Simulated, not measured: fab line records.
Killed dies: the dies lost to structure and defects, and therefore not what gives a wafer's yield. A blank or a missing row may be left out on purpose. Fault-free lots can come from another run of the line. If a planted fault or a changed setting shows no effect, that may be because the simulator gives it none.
Problem report, 8D (eight disciplines) form, completed by code + flow n5 finfet + the parts of the form that need people (team, actions taken, sign-off) are left out

== 1. WHAT IS WRONG ==
cd nm at N5_BEOL_M14_CD_MEAS_28 reads a mean of 262.9 nm on 6 wafers of 2 lots; wafers without a fault read 284.8 nm with a standard deviation of 1.3. Relative to the usual mean, that is a shift of -17 standard deviations.
The step: target cd 284.4 nm.
First observed at day 13 00:22: wafer L212.1, on cd sem-03. The record has a number at this step for 21 wafers belonging to 7 lots. Rule for "out" (also "out of limits"): further than 4 standard deviations from the usual mean. Any other wafer with a number is counted as sound.

== 2. WHAT IT IS, WHAT IT ISN'T ==
| question                    | is                     | is not                                                                                      |
|-----------------------------|------------------------|---------------------------------------------------------------------------------------------|
| which readings at this step | cd nm                  | -                                                                                           |
| which lots                  | L211, L212             | L220, L223, L224, L225, L226                                                                |
| which wafers of those lots  | all that have a number | -                                                                                           |
| read on which gauges        | cd sem-01, cd sem-03   | cd sem-02                                                                                   |
| when                        | from day 13 00:22      | up to then (0 sound wafers); but 15 sound wafers of L220, L223, L224, L225, L226 came after |

== 3. WHAT RULES OUT EACH SUSPECT ==
Counting: a tool stays on the suspect list if, at a process step up to the reading, it processed all lots that are out and no sound lot following the first of them.
- the gauge at N5_BEOL_M14_CD_MEAS_28 is ruled out. 2 gauges (cd sem-01, cd sem-03) read the wafers that are out.
- rie diel-01 at N5_BEOL_M14_STRIP_63 (strips in O2): ruled out as a lasting fault. Following L212 (day 12 23:55), the first lot on it that is out, the sound lots L225 were run on it. With no start given for some of its lots, N5_BEOL_M14_STRIP_63 uses the hours and lot order of N5_BEOL_M14_CD_MEAS_17.
- litho track-01 at N5_BEOL_M14_PEB_26 (peb time 90 s): ruled out as a lasting fault. Following L212 (day 13 00:15), the first lot on it that is out, the sound lots L224, L225, L226 were run on it.
Left after counting: nothing in the record.

== 4. THE CAUSE (what the simulator had put in) ==
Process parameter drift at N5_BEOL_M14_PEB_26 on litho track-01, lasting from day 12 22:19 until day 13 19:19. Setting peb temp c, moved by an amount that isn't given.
It was ruled out by counting, in error; the rule expects a fault to strike all lots run on its tool from its start on, and this fault did not.

== 5. THE EFFECT CHAIN, in route order ==
Rows list readings where the struck wafers' mean (over those with a number) sits beyond 3 standard deviations from the usual. Only readings for which the record gives a usual standard deviation are gone through. hours: the time from each lot's start at the first step in this table that gives one to its start at this step, as a median over the lots. sigmas: the change in usual standard deviations.
| hours | step                    | reading              | usual         | on struck wafers | change  | sigmas |
|-------|-------------------------|----------------------|---------------|------------------|---------|--------|
| 0     | N5_BEOL_M14_PEB_26      | heater power total W | 172.5 W       | 165.1            | -7.4    | -9.7   |
| 0     | N5_BEOL_M14_PEB_26      | plate temp C         | 130.01 C      | 126.11           | -3.90   | -26    |
| 0     | N5_BEOL_M14_CD_MEAS_28  | cd nm                | 284.8 nm      | 262.9            | -21.9   | -17    |
| 11    | N5_BEOL_M15_RC_MEAS_101 | SERP_M14             | 0.1589 ohm/um | 0.1781           | +0.0192 | +6.9   |
| 11    | N5_BEOL_M15_RC_MEAS_101 | SERP_M14_max_site    | 0.1607 ohm/um | 0.1800           | +0.0193 | +6.7   |
It contains these process steps:
- N5_BEOL_M14_PEB_26: peb time 90 s.

== 6. HOW IT WOULD HAVE BEEN CAUGHT EARLIER ==
2 hours passed between the start of the fault at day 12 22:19 and the first reading out of limits at a measuring or inspecting step in this record, taken at day 13 00:22.
Tool's own readings at N5_BEOL_M14_PEB_26, heater power total W, plate temp C: out on all struck wafers the step has rows for; an alarm limit on them would have tripped on the first.
